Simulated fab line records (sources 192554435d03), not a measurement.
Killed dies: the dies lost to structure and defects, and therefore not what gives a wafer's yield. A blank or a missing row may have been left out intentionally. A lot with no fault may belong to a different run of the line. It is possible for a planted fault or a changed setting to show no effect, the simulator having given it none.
Chamber matching ; flow n5_finfet ; 4 sister chambers for N5_HKMG_FIN_CMP_94 on cmp-01
The step polishes, stops on SiNx, t overpolish 4.7 s, target thk 43.299 nm. 4 wafers are shown with their chamber, then 8 later ones without.

== WAFERS PAIRED WITH THEIR CHAMBERS ==
wafer;chamber;motor_current_A (A)
L084.4;3;12.7
L094.1;1;9.5
L094.2;2;10.3
L095.1;0;13.5

== WAFERS MISSING THEIR CHAMBER ==
wafer;motor_current_A (A)
L095.4;13.6
L095.5;13.6
L097.1;14.5
L097.2;13.6
L097.3;10.0
L097.4;9.8
L097.5;9.9
L097.6;10.4

== WHICH CHAMBER EACH ONE RAN IN ==
wafer;from the rows above;in truth
L095.4;can't be placed: 0 or 3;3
L095.5;can't be placed: 0 or 3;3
L097.1;can't be placed: 0 or 3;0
L097.2;can't be placed: 0 or 3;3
L097.3;can't be placed: 2 or 1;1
L097.4;can't be placed: 1 or 2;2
L097.5;can't be placed: 1 or 2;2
L097.6;can't be placed: 2 or 1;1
Correct placement for 0 of the 8. From these rows, 8 cannot be placed; in 8 the true chamber is one of the candidates. Wrongly placed: 0.
How it was worked out, from the rows above alone: a wafer's distance from a chamber is the root of the sum, over the readings, of the square of ((its reading less the chamber's mean) divided by the reading's scatter). If the next closest chamber is less than 2 further off than the closest, the wafer can't be placed; otherwise it belongs to the closest. Each chamber's mean is taken over the wafers shown for it. The scatter (one wafer shown for each chamber): square how far every hidden wafer sits from the nearest shown wafer, average those squares and take the square root.
